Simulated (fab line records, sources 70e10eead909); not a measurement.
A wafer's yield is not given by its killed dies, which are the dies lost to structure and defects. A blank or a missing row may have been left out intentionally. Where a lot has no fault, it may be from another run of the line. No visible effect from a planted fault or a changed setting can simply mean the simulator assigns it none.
fab line records	flow nand_harc
record: lots: 6	wafers: 18	last_day: 31
route steps=1302 shown A_STAIRCASE@761 END@1302
lots untouched by any fault: they come from a run of this same line in which no faults occurred
start_h: hours from the record's opening day to when the first of the lot's shown wafers began	wait_h: hours elapsed since this lot's preceding step	" identical to the entry in the row above	L1.1+2: a single row standing in for several wafers	- no value present, or no start provided	* or withheld: withheld	< > ~ a bound
route shown NAME@n: NAME is a module with steps in the file, n the number in the route of the first one	usual: average and standard deviation across the fault-free wafers	same: alike in all rows	chamber/n: place in a boat	sites: readings site by site	_std_site: the values' standard deviation	_edge_site: the outer-site mean with the inner-site mean subtracted	radius_mm: for every site, how far away it sits from the centre of the wafer	mask NAME#n: copy n	behind: tool/chamber where the wafer was last shaped	hold: reason for holding the lot/hours on hold/outcome of the hold	device: the n, p or np transistor that did not switch	end of line: the same wafers' tests at the end of the route	where a step has no rows: the recipe by itself	killed: dies that structure and defects cost at the first sort, which is not the same as the wafer's yield	map: a wafer's dies, x killed, . not, _ none there
set.NAME: the setting the step ran with; set.NAME@STEP: the setting that earlier step ran with	model.NAME: the simulator's own value behind a step, which no gauge read
certain route steps with their lots: each step a table, each wafer a row
services: the hour from which a tool's chamber was out of use, counted from the record's first day as start_h (under 0 if before that day), plus the number of hours and why
== steps ==
step: NHARC_A_STAIRCASE_EXPOSE_247
recipe: na: 0.5	dose_mj: 25.34	mask_id: SDS_1
step: NHARC_A_STAIRCASE_PEB_248
recipe: peb_temp_c: 115	peb_time_s: 130
step: NHARC_A_STAIRCASE_DEVELOP_249
recipe: time_s: 140
step: NHARC_A_STAIRCASE_HARDBAKE_251
recipe: temp_c: 120	time_s: 140
step: NHARC_A_STAIRCASE_DESCUM_252
recipe: time_s: 3	o2_flow_sccm: 200	ar_flow_sccm: 0	bias_power_w: 0	chemistry: O2
usual: chamber_pressure_mTorr: 60.00/0.049	drypump_motor_current_A: 5.5/0.61	o2_flow_sccm: 200.0/0.6	oes_product_au: 0.999/0.01	rf_vpp_V: 57.8/0.94	showerhead_plenum_p_Torr: 1.91/0.085	throttle_valve_pct: 11.310/0.0095
lot.wafer	tool	chamber	start_h	wait_h	chamber_pressure_mTorr	drypump_motor_current_A	o2_flow_sccm	oes_product_au	rf_hours_counter_h	rf_vpp_V	showerhead_plenum_p_Torr	throttle_valve_pct
L497.4	rie_diel-06	1	405.86	-	60.07	5.5	199.5	0.983	30	57.0	1.96	11.314
L497.6	"	3	"	"	60.01	6.5	199.7	1.004	-	58.3	1.78	11.313
L497.5	"	0	"	"	60.09	5.6	201.6	0.997	-	57.3	2.00	11.304
L503.2	rie_diel-06	0	465.00	-	59.99	5.6	200.0	1.012	48	57.1	1.99	11.309
L503.1	"	1	"	"	60.00	5.5	201.3	0.994	55	59.1	1.95	11.312
L503.6	"	2	"	"	60.02	5.0	199.7	1.014	-	57.0	1.88	11.305
L505.4	rie_diel-05	1	474.85	-	60.02	4.8	199.9	1.010	14	56.3	1.82	11.316
L505.1	"	3	"	"	59.98	4.9	199.7	0.986	18	58.0	2.07	11.311
L505.6	"	0	"	"	59.97	5.3	200.4	1.008	-	58.5	1.87	11.301
L507.3	rie_diel-05	3	509.17	-	59.99	4.9	198.7	0.986	25	57.7	2.07	11.313
L507.2	"	0	"	"	60.00	5.3	199.6	0.999	24	57.6	1.87	11.293
L507.6	"	1	"	"	60.01	4.8	201.0	1.014	-	58.3	1.82	11.310
L510.1	rie_diel-05	1	522.83	-	60.09	4.8	200.4	0.997	29	55.7	1.82	11.321
L510.3	"	2	"	"	59.99	6.3	199.7	0.988	31	56.8	1.84	11.315
L510.6	"	3	"	"	60.00	4.9	199.7	0.985	-	57.5	2.07	11.317
L512.3	rie_diel-06	1	551.01	-	59.99	5.5	199.3	1.000	18	56.9	1.94	11.328
L512.6	"	1	"	"	59.95	5.5	198.9	1.006	-	58.2	1.94	11.305
L512.5	"	2	"	"	60.05	5.0	201.1	0.998	-	58.2	1.87	11.302
step: NHARC_A_STAIRCASE_ETCH_253
recipe: target_depth_a: 500	time_s: 20.2	ion_energy_ev: 400	c4f8_flow_sccm: 20	o2_flow_sccm: 10	ar_flow_sccm: withheld	rf_w: 600	bias_w: 1000	chemistry: C4F8/O2
usual: chamber_pressure_mTorr: 24.997/0.023	oes_product_au: 0.947/0.02	rf_vpp_V: 895/5.4
lot.wafer	tool	chamber	start_h	wait_h	chamber_pressure_mTorr	oes_product_au	rf_hours_counter_h	rf_vpp_V
L497.4	rie_diel-06	2	406.21	0.3	25.041	0.947	36	894
L497.6	"	0	"	"	24.999	0.959	-	901
L497.5	"	1	"	"	25.015	0.931	-	900
L503.2	rie_diel-06	2	465.11	0.1	24.987	0.946	60	892
L503.1	"	3	"	"	25.013	0.939	52	887
L503.6	"	1	"	"	25.046	0.947	-	899
L505.4	rie_diel-05	1	474.92	0.1	24.988	0.976	14	890
L505.1	"	3	"	"	24.992	0.973	18	907
L505.6	"	1	"	"	24.974	0.973	-	890
L507.3	rie_diel-05	2	509.24	0.1	25.005	0.951	26	892
L507.2	"	3	"	"	24.981	0.969	25	906
L507.6	"	1	"	"	24.982	0.969	-	889
L510.1	rie_diel-05	0	522.90	0.1	24.986	0.920	28	895
L510.3	"	2	"	"	24.994	0.904	31	891
L510.6	"	1	"	"	25.023	0.929	-	890
L512.3	rie_diel-06	3	551.11	0.1	25.013	0.974	20	906
L512.5	"	0	"	"	24.992	0.979	-	898
L512.6	"	1	"	"	24.967	0.951	-	897
step: NHARC_A_STAIRCASE_STRIP_254
recipe: power_w: 1500	temp_c: 250	chemistry: O2
usual: drypump_motor_current_A: 5.5/0.37	heater_power_w: 323/14
lot.wafer	tool	chamber	start_h	wait_h	drypump_motor_current_A	heater_power_w	rf_hours_counter_h
L497.4	plasma_asher-02	1	406.43	-	6.1	321	-
L497.5	"	0	"	"	5.3	330	-
L497.6	"	1	"	"	6.1	318	-
L503.2	plasma_asher-01	0	465.20	-	5.4	340	23
L503.1	"	1	"	"	5.3	310	23
L503.6	"	0	"	"	5.4	333	-
L505.1	plasma_asher-02	0	475.06	-	5.3	321	9
L505.4	"	1	"	"	6.2	299	-
L505.6	"	0	"	"	5.3	326	-
L507.2	plasma_asher-02	1	509.37	-	6.1	306	15
L507.3	"	0	"	"	5.3	335	-
L507.6	"	0	"	"	5.3	319	-
L510.1	plasma_asher-02	0	523.45	-	5.3	327	21
L510.3	"	1	"	"	6.1	300	-
L510.6	"	1	"	"	6.1	315	-
L512.3	plasma_asher-01	0	551.33	-	5.4	326	-
L512.6	"	1	"	"	5.3	323	-
L512.5	"	0	"	"	5.4	325	-
step: NHARC_A_STAIRCASE_STRIP_255
recipe: time_s: 900	temp_c: 130	chemistry: SPM
step: NHARC_A_STAIRCASE_PRECLEAN_256
recipe: time_s: *	temp_c: 50	bath_age_min: 0	chemistry: SC1
step: NHARC_A_STAIRCASE_SRD_257
step: NHARC_A_STAIRCASE_HM_DEP_456
recipe: target_thk_a: 31000	temp_c: 400	material: aC
usual: throttle_valve_pct: 35.000/0.01
lot.wafer	tool	chamber	start_h	wait_h	throttle_valve_pct
L497.4	acl_dep-02	0	408.04	-	35.009
L497.5	"	0	"	"	35.000
L497.6	"	0	"	"	35.005
L503.1	acl_dep-02	0	469.88	-	34.990
L503.2	"	0	"	"	34.985
L503.6	"	0	471.40	-	35.010
L505.1	acl_dep-02	0	476.09	-	35.012
L505.4	"	0	"	"	35.016
L505.6	"	0	"	"	34.982
L507.2	acl_dep-03	0	510.45	-	34.989
L507.3	"	0	"	"	34.994
L507.6	"	0	"	"	35.001
L510.1	acl_dep-02	0	526.59	-	34.995
L510.3	"	0	"	"	34.988
L510.6	"	0	"	"	34.979
L512.3	acl_dep-02	0	552.61	-	35.000
L512.5	"	0	"	"	34.991
L512.6	"	0	"	"	34.992
step: NHARC_A_STAIRCASE_DEP_259
recipe: target_thk_a: 300	target_thk_nm: 30	temp_c: 400	pressure_torr: 3.5	flow_sccm: 200	rf_w: 350	material: SiON
usual: heater_power_w: 734/91	rf_fwd_power_W: 348.7/1.2	showerhead_vpp_V: 1155/44
lot.wafer	tool	chamber	start_h	wait_h	heater_power_w	rf_fwd_power_W	showerhead_vpp_V
L497.6	pecvd-03	0	409.07	0.1	659	348.6	1103
L497.4	"	1	"	"	688	349.4	1180
L497.5	"	2	"	"	793	347.4	1179
L503.2	pecvd-01	2	471.75	1.3	866	351.1	1064
L503.1	"	0	"	"	750	208.5	905
L503.6	"	0	"	"	721	207.0	925
L505.1	pecvd-01	2	478.00	1.6	805	348.4	1082
L505.6	"	0	"	"	640	206.3	909
L505.4	"	2	"	"	790	349.3	1075
L507.3	pecvd-04	0	512.01	0.9	810	348.7	1159
L507.2	"	2	"	"	739	348.6	1119
L507.6	"	1	"	"	902	348.7	1199
L510.1	pecvd-03	0	528.43	1.5	571	351.7	1087
L510.3	"	1	"	"	733	349.9	1186
L510.6	"	1	"	"	764	348.0	1195
L512.3	pecvd-01	0	553.90	1.0	689	348.1	1188
L512.6	"	1	"	"	688	350.0	1165
L512.5	"	2	"	"	877	349.8	1074
step: NHARC_A_STAIRCASE_DEHYDRATE_260
recipe: temp_c: 150	time_s: 120
step: NHARC_END_SORT_01
recipe: temp_c: 25
usual: killed_at_array: 53/19	killed_at_other: 0.7/1.1	killed_at_periphery: 4.2/2.7	killed_dies: 58/18	killed_open: 3.1/1.9	killed_short: 2.5/1.6
same: gross_dies: 677
lot.wafer	tool	chamber	start_h	wait_h	killed_at_array	killed_at_other	killed_at_periphery	killed_dies	killed_open	killed_short
L497.4	prober-01	0	598.67	3.4	46	0	4	50	7	1
L497.5	prober-01	0	599.47	3.7	35	0	2	37	3	2
L497.6	prober-01	0	600.27	4.0	52	0	3	55	3	0
killed by level:class
L497.4 A_SLIT:chamber_film_flake=20 A_CHANNEL_HOLE_D2:chamber_film_flake=8 A_CHANNEL_HOLE_D1:chamber_film_flake=3 A_CONTACT:chamber_film_flake=3 A_ONON_D2:geometric_particle:open=2 A_SGD_CUT:geometric_particle:open=2 P_GATE:geometric_particle:open=1 P_M0:geometric_particle:short=1
L497.5 A_SLIT:chamber_film_flake=18 A_CHANNEL_HOLE_D2:chamber_film_flake=6 A_CONTACT:chamber_film_flake=4 A_DECK1_JOINT:geometric_particle:short=1 A_DECK1_JOINT:geometric_particle:open=1 A_SGD_CUT:geometric_particle:short=1 A_CONTACT:geometric_particle:open=1 A_M0:geometric_particle:open=1
L497.6 A_SLIT:chamber_film_flake=29 A_CHANNEL_HOLE_D2:chamber_film_flake=13 A_CONTACT:chamber_film_flake=3 A_CHANNEL_HOLE_D1:chamber_film_flake=2 P_STI:geometric_particle:open=1 A_WL_FILL:geometric_particle:open=1 A_M0:geometric_particle:open=1 P_ZERO_WELL:chamber_film_flake=1
== services ==
tool	chamber	start_h	hours	kind
rie_diel-05	0	386.56	-	clean
rie_diel-05	1	386.56	-	clean
rie_diel-05	2	386.56	-	clean
rie_diel-05	3	386.56	-	clean
rie_diel-06	0	391.26	-	clean
rie_diel-06	1	391.26	-	clean
rie_diel-06	2	391.26	-	clean
rie_diel-06	3	391.26	-	clean
rie_diel-06	-	402.50	0.5	repair
rie_diel-05	-	406.63	9.0	pm
rie_diel-05	0	406.63	9.0	vent_cycle
rie_diel-05	1	406.63	9.0	vent_cycle
rie_diel-05	2	406.63	9.0	vent_cycle
plasma_asher-02	-	426.00	9.0	pm
acl_dep-02	-	426.15	13.0	pm
pecvd-04	-	450.41	13.0	pm
rie_diel-06	-	484.25	9.0	pm
acl_dep-03	-	487.10	13.0	pm
pecvd-01	-	492.18	13.0	pm
pecvd-04	-	505.78	0.5	repair
plasma_asher-02	-	515.57	0.4	repair
plasma_asher-01	-	519.56	9.0	pm
rie_diel-05	2	524.64	1.5	repair
pecvd-03	-	547.30	13.0	pm
== key ==
first_sign: step: NHARC_A_STAIRCASE_DEP_259	reading: rf_fwd_power_W	direction: down	sigmas: 99+	usual: *	struck: *
effect: step: NHARC_A_STAIRCASE_DEP_259	reading: showerhead_vpp_V	direction: down	sigmas: 5.5	usual: 1155	struck: 913
met_at NHARC_A_STAIRCASE_DEP_259
struck_wafers L503.1,L503.6,L505.6
tester_left_out L503,L505
fault: kind: process_parameter_drift	tool: pecvd-01	chamber: 0	onset_h: 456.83	steps: NHARC_A_STAIRCASE_DEP_259	channel: rf_w	offset: *	shape: step	end_h: 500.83	acts_in: *	stated: *
tester_left_out: of these lots the tester's yield and bins aren't shown, on N5 and GAA mostly nor the transistor test; their killed dies are dies lost to structure and defects alone, not to doping, threshold or leakage, so they don't give the yield
